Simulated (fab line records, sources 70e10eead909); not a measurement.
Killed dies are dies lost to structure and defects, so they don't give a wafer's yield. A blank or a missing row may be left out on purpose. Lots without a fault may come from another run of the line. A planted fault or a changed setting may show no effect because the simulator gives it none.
One fault seen from 2 desks | flow nand_harc | each desk has only its own numbers; what lay behind them comes last

THE TOOL OWNER'S DESK: rie_diel-09
The tool's own readings at NHARC_A_M1_ETCH_28 (etches the open film in CF4/N2, target depth 30 nm, time 72.99 s): means of the sampled wafers that have a number, for each lot that ran on this tool. A lot is out of limits, marked OUT, if its mean lies more than 4 standard deviations from the usual mean; the brackets give that distance.
Columns: A = drypump_motor_current_A at NHARC_A_M1_ETCH_28, usual 5.9 A; B = oes_product_au at NHARC_A_M1_ETCH_28, usual 0.998 a.u.; C = rf_vpp_V at NHARC_A_M1_ETCH_28, usual 314.1 V; D = run_length_s at NHARC_A_M1_ETCH_28, usual 94.1 s; E = showerhead_plenum_p_Torr at NHARC_A_M1_ETCH_28, usual 2.62 Torr; F = throttle_valve_pct at NHARC_A_M1_ETCH_28, usual 19.795 %
lot  | first seen here | A   | B     | C     | D              | E    | F
L315 | day 18 18:57    | 5.9 | 0.998 | 315.6 | 93.7           | 2.70 | 19.795
L316 | day 19 14:07    | 6.3 | 0.988 | 315.1 | 93.7           | 2.67 | 19.787
L319 | day 19 18:50    | 6.0 | 0.998 | 314.6 | 82.0 (-24) OUT | 2.62 | 19.804
L322 | day 20 14:47    | 6.0 | 0.983 | 313.9 | 82.1 (-24) OUT | 2.63 | 19.796
L332 | day 23 11:28    | 5.8 | 0.999 | 313.6 | 94.5           | 2.60 | 19.795
This desk's finding: out of limits on L319, L322; first on L319, day 19 18:50 (run_length_s at NHARC_A_M1_ETCH_28). In limits: L315, L316, L332.

THE DEFECT DESK
What the inspections along the route counted, lot by lot: means of the sampled wafers that have a number. A lot is out of limits, marked OUT, if its mean lies more than 4 standard deviations from the usual mean; the brackets give that distance.
Columns: A = raw_defect_count at NHARC_A_M1_INSPECT_11, usual 32
lot  | first seen here | A
L310 | day 17 22:14    | 12
L312 | day 18 01:41    | 25
L313 | day 18 03:22    | 23
L315 | day 18 18:16    | 20
L316 | day 19 13:26    | 23
L319 | day 19 18:09    | 28
L322 | day 20 14:07    | 24
L320 | day 20 15:07    | 29
L329 | day 22 04:10    | 43
L327 | day 22 06:39    | 32
L330 | day 22 21:40    | 41
L332 | day 23 10:46    | 48
This desk's finding: nothing out of limits on any of the 12 lots.

PUT TOGETHER
The tool owner's desk could have raised an alarm at day 19 18:50, on L319, L322.
The defect desk saw nothing out of limits.
The defect desk has L319, L322 on record, within its limits.
Of the lots named, all ran NHARC_A_M1_ETCH_28 on rie_diel-09.

WHAT THE SIMULATOR HAD PUT IN
Process parameter drift: rie_diel-09, from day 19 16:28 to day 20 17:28, at NHARC_A_M1_ETCH_28. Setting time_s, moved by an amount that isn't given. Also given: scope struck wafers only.
Lots struck among those shown: L319, L322.
Hours from the fault's start to each desk's first reading out of limits: the tool owner's desk, 2.
